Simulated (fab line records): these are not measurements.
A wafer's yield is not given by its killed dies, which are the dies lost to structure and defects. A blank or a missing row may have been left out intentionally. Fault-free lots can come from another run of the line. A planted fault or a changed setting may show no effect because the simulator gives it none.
The tool behind it: which one? / flow n5 finfet / Sampling: 12 lots, 36 wafers, 2 of 1938 route steps

== WHAT THE GAUGES READ, wafer by wafer ==
N5_ILD0_THK_MEAS_13.
lot=L075; measured=day 3 23:29; on=film metro-01; thk nm (nm)=17.8 14.8 15.6
lot=L077; measured=day 4 11:12; on=film metro-02; thk nm (nm)=17.5 16.5 18.9
lot=L079; measured=day 5 01:43; on=film metro-02; thk nm (nm)=19.1 15.8 16.6
lot=L081; measured=day 5 13:09; on=film metro-02; thk nm (nm)=17.8 17.9 18.5
lot=L083; measured=day 5 21:43; on=film metro-02; thk nm (nm)=19.4 18.4 17.7
lot=L085; measured=day 6 12:46; on=film metro-01; thk nm (nm)=19.4 17.7 18.5
lot=L087; measured=day 6 23:02; on=film metro-02; thk nm (nm)=16.6 17.7 14.5
lot=L089; measured=day 7 09:50; on=film metro-01; thk nm (nm)=16.7 19.3 16.9
lot=L091; measured=day 7 21:05; on=film metro-01; thk nm (nm)=16.7 16.0 15.0
lot=L093; measured=day 8 09:11; on=film metro-02; thk nm (nm)=19.1 18.3 18.6
lot=L095; measured=day 8 23:58; on=film metro-02; thk nm (nm)=19.5 17.1 17.8
lot=L097; measured=day 9 15:21; on=film metro-02; thk nm (nm)=17.6 18.6 17.2

== WHICH TOOL RAN EACH LOT (tool, then ch and the chambers of the sampled wafers, then the start) ==
lot=L075; N5_SPACER0_ALD_08=ald sin-02 ch 1,2, day 3 06:10
lot=L077; N5_SPACER0_ALD_08=ald sin-04 ch 2,3, day 3 19:02
lot=L079; N5_SPACER0_ALD_08=ald sin-01 ch 0,1,2, day 4 07:19
lot=L081; N5_SPACER0_ALD_08=ald sin-01 ch 0,2, day 4 20:11
lot=L083; N5_SPACER0_ALD_08=ald sin-01 ch 0,2, day 5 05:32
lot=L085; N5_SPACER0_ALD_08=ald sin-04 ch 0,1,3, day 5 18:41
lot=L087; N5_SPACER0_ALD_08=ald sin-02 ch 1,2,3, day 6 06:34
lot=L089; N5_SPACER0_ALD_08=ald sin-02 ch 0,1,3, day 6 17:39
lot=L091; N5_SPACER0_ALD_08=ald sin-01 ch 2,3, day 7 05:12
lot=L093; N5_SPACER0_ALD_08=ald sin-01 ch 0,1,2, day 7 16:20
lot=L095; N5_SPACER0_ALD_08=ald sin-04 ch 0,3, day 8 07:46
lot=L097; N5_SPACER0_ALD_08=ald sin-02 ch 1,2,3, day 8 22:56
- N5_SPACER0_ALD_08: deposits SiNx, target thk 2 nm.

== THE ANSWER, worked out from the rows above alone ==
Rule: the usual values come from the lots themselves. Put in order of their means at a reading, lots are off if they are a third of the lots or fewer, leave a main group of 4 or more, and stand apart from it by a gap of 3 or more times the standard deviation of the main group's means; of several such gaps the widest counts. A main group whose means are all the same, to the digits that the tables above print for the reading, isn't used. Also off: a lot with no number at a reading for which 4 or more lots have one. Where the step has rows for the other lots, those lots are counted as sound.
Nothing can be told from this: no lot is off at any reading shown.

== WHAT THE SIMULATOR HAD INSERTED ==
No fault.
